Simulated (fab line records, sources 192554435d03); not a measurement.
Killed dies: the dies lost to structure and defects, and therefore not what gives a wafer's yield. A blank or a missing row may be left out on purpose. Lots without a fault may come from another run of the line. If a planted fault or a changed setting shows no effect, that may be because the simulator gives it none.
Matching of chambers | flow n5 finfet | N5_GATE_CUT_STRIP_42 on rie diel-01 has 4 sister chambers
The step strips in O2. 20 wafers are shown with their chamber, then 10 later ones without.

WAFERS PAIRED WITH THEIR CHAMBERS
wafer  | chamber | showerhead plenum p Torr (Torr) | drypump motor current A (A) | throttle valve pct (%)
L074.1 | 0       | 1.99                            | 5.4                         | 17.07
L074.5 | 1       | 2.01                            | 5.1                         | 16.86
L074.6 | 0       | 1.99                            | 5.4                         | 17.04
L075.2 | 3       | 2.17                            | 5.6                         | 16.74
L075.5 | 2       | 2.06                            | 5.5                         | 16.80
L075.6 | 3       | 2.17                            | 5.6                         | 16.73
L078.4 | 1       | 2.00                            | 5.1                         | 16.90
L078.5 | 3       | 2.17                            | 5.6                         | 16.74
L078.6 | 0       | 1.98                            | 5.4                         | 17.07
L079.1 | 0       | 1.98                            | 5.3                         | 17.07
L079.3 | 1       | 2.00                            | 5.1                         | 16.89
L079.4 | 1       | 2.00                            | 5.1                         | 16.89
L081.2 | 0       | 1.98                            | 5.4                         | 17.06
L081.3 | 3       | 2.17                            | 5.6                         | 16.77
L081.5 | 3       | 2.17                            | 5.6                         | 16.76
L086.1 | 3       | 2.17                            | 5.6                         | 16.30
L086.2 | 2       | 2.06                            | 5.4                         | 16.41
L086.3 | 1       | 2.00                            | 5.1                         | 16.91
L088.1 | 2       | 2.06                            | 5.4                         | 16.43
L088.3 | 3       | 2.17                            | 5.6                         | 16.33

SIGNATURES, as means of the wafers listed above
reading                  | chamber 0 | chamber 1 | chamber 2 | chamber 3 | scatter within a chamber
showerhead plenum p Torr | 1.9840    | 2.0020    | 2.0600    | 2.1700    | 0.00354
drypump motor current A  | 5.380     | 5.100     | 5.433     | 5.600     | 0.0303
throttle valve pct       | 17.0620   | 16.8900   | 16.5467   | 16.6243   | 0.152
Rule: for each reading, subtract the chamber's mean from the wafer's reading, divide by that reading's scatter and square the result; add these up over the readings and take the root, which gives the wafer's distance from the chamber. If the next closest chamber is less than 2 further off than the closest, the wafer can't be placed; otherwise it belongs to the closest. The scatter: take each reading less its chamber's mean, square it, sum over the shown wafers, divide by the number of wafers less the number of chambers, and take the root.

WAFERS MISSING THEIR CHAMBER
wafer  | showerhead plenum p Torr (Torr) | drypump motor current A (A) | throttle valve pct (%)
L088.5 | 2.17                            | 5.6                         | 16.31
L090.1 | 1.99                            | 5.1                         | 16.93
L090.2 | 2.06                            | 5.5                         | 16.42
L090.6 | 1.99                            | 5.1                         | 16.93
L096.1 | 2.16                            | 5.6                         | 16.34
L096.3 | 2.24                            | 5.4                         | 16.62
L096.5 | 1.99                            | 5.1                         | 16.95
L097.1 | 2.05                            | 5.5                         | 16.47
L097.4 | 2.24                            | 5.4                         | 16.62
L097.5 | 1.99                            | 5.1                         | 16.96

EACH ONE'S CHAMBER
wafer  | from the rows above | in truth
L088.5 | 3                   | 3
L090.1 | 1                   | 1
L090.2 | 2                   | 2
L090.6 | 1                   | 1
L096.1 | 3                   | 3
L096.3 | 3                   | 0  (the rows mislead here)
L096.5 | 1                   | 1
L097.1 | 2                   | 2
L097.4 | 3                   | 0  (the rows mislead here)
L097.5 | 1                   | 1
Placed correctly: 8 of 10. Not placeable from these rows: 0. Wrongly placed: 2.
